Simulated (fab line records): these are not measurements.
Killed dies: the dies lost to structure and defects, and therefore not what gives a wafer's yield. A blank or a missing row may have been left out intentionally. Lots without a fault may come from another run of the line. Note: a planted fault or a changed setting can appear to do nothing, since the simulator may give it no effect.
Matching of chambers / flow n5 finfet / rie diel-06 running N5_ZERO_LAYER_ETCH_17: 4 sister chambers
The step etches SiO2 in CF4, target depth 12 nm, time 13.3 s. 16 wafers are shown with their chamber, then 8 later ones without.

== WAFERS PAIRED WITH THEIR CHAMBERS ==
wafer=L075.3; chamber=1; showerhead plenum p Torr (Torr)=2.08; drypump motor current A (A)=5.9; throttle valve pct (%)=15.77
wafer=L075.4; chamber=0; showerhead plenum p Torr (Torr)=2.23; drypump motor current A (A)=5.5; throttle valve pct (%)=16.09
wafer=L075.6; chamber=1; showerhead plenum p Torr (Torr)=2.08; drypump motor current A (A)=5.9; throttle valve pct (%)=15.76
wafer=L077.2; chamber=0; showerhead plenum p Torr (Torr)=2.23; drypump motor current A (A)=5.5; throttle valve pct (%)=16.11
wafer=L077.4; chamber=1; showerhead plenum p Torr (Torr)=2.08; drypump motor current A (A)=5.9; throttle valve pct (%)=15.75
wafer=L077.6; chamber=0; showerhead plenum p Torr (Torr)=2.23; drypump motor current A (A)=5.5; throttle valve pct (%)=16.11
wafer=L078.3; chamber=3; showerhead plenum p Torr (Torr)=2.05; drypump motor current A (A)=6.4; throttle valve pct (%)=15.34
wafer=L078.4; chamber=2; showerhead plenum p Torr (Torr)=2.08; drypump motor current A (A)=5.5; throttle valve pct (%)=15.80
wafer=L078.5; chamber=3; showerhead plenum p Torr (Torr)=2.05; drypump motor current A (A)=6.4; throttle valve pct (%)=15.35
wafer=L079.1; chamber=0; showerhead plenum p Torr (Torr)=2.23; drypump motor current A (A)=5.5; throttle valve pct (%)=16.10
wafer=L079.3; chamber=1; showerhead plenum p Torr (Torr)=2.08; drypump motor current A (A)=5.9; throttle valve pct (%)=15.79
wafer=L079.5; chamber=3; showerhead plenum p Torr (Torr)=2.05; drypump motor current A (A)=6.4; throttle valve pct (%)=15.37
wafer=L083.1; chamber=0; showerhead plenum p Torr (Torr)=2.22; drypump motor current A (A)=5.5; throttle valve pct (%)=16.11
wafer=L083.3; chamber=3; showerhead plenum p Torr (Torr)=2.05; drypump motor current A (A)=6.3; throttle valve pct (%)=15.38
wafer=L083.6; chamber=0; showerhead plenum p Torr (Torr)=2.22; drypump motor current A (A)=5.5; throttle valve pct (%)=16.10
wafer=L089.1; chamber=0; showerhead plenum p Torr (Torr)=2.22; drypump motor current A (A)=5.5; throttle valve pct (%)=16.15

SIGNATURES (means of the wafers above)
reading=showerhead plenum p Torr; chamber 0=2.2257; chamber 1=2.0800; chamber 2=2.0800; chamber 3=2.0500; scatter within a chamber=0.00378
reading=drypump motor current A; chamber 0=5.500; chamber 1=5.900; chamber 2=5.500; chamber 3=6.375; scatter within a chamber=0.025
reading=throttle valve pct; chamber 0=16.1100; chamber 1=15.7675; chamber 2=15.8000; chamber 3=15.3600; scatter within a chamber=0.0184
Rule: a wafer lies at a distance from a chamber equal to the root of the sum of squares, over the readings, of (its reading less the chamber's mean, divided by the reading's scatter). The wafer belongs to the nearest chamber; if the next one is less than 2 further off, it can't be placed. How the scatter is found: for the shown wafers, subtract from each reading the mean of its chamber, square and add these, divide the total by (wafers less chambers), then take the root.

== WAFERS WITH NO CHAMBER GIVEN ==
wafer=L089.4; showerhead plenum p Torr (Torr)=2.07; drypump motor current A (A)=5.9; throttle valve pct (%)=15.82
wafer=L089.6; showerhead plenum p Torr (Torr)=2.07; drypump motor current A (A)=5.5; throttle valve pct (%)=15.84
wafer=L092.3; showerhead plenum p Torr (Torr)=2.04; drypump motor current A (A)=6.4; throttle valve pct (%)=15.39
wafer=L092.5; showerhead plenum p Torr (Torr)=2.07; drypump motor current A (A)=5.5; throttle valve pct (%)=15.85
wafer=L092.6; showerhead plenum p Torr (Torr)=2.07; drypump motor current A (A)=5.9; throttle valve pct (%)=15.81
wafer=L096.2; showerhead plenum p Torr (Torr)=2.04; drypump motor current A (A)=6.4; throttle valve pct (%)=15.42
wafer=L096.3; showerhead plenum p Torr (Torr)=2.22; drypump motor current A (A)=5.5; throttle valve pct (%)=16.16
wafer=L096.5; showerhead plenum p Torr (Torr)=2.07; drypump motor current A (A)=5.9; throttle valve pct (%)=15.82

== CHAMBER TAKEN BY EACH ==
wafer=L089.4; from the rows above=1; in truth=1
wafer=L089.6; from the rows above=2; in truth=2
wafer=L092.3; from the rows above=3; in truth=3
wafer=L092.5; from the rows above=2; in truth=2
wafer=L092.6; from the rows above=1; in truth=1
wafer=L096.2; from the rows above=3; in truth=3
wafer=L096.3; from the rows above=0; in truth=0
wafer=L096.5; from the rows above=1; in truth=1
Correctly placed: 8 of 8. Number that these rows cannot place: 0. Placed wrongly: 0.
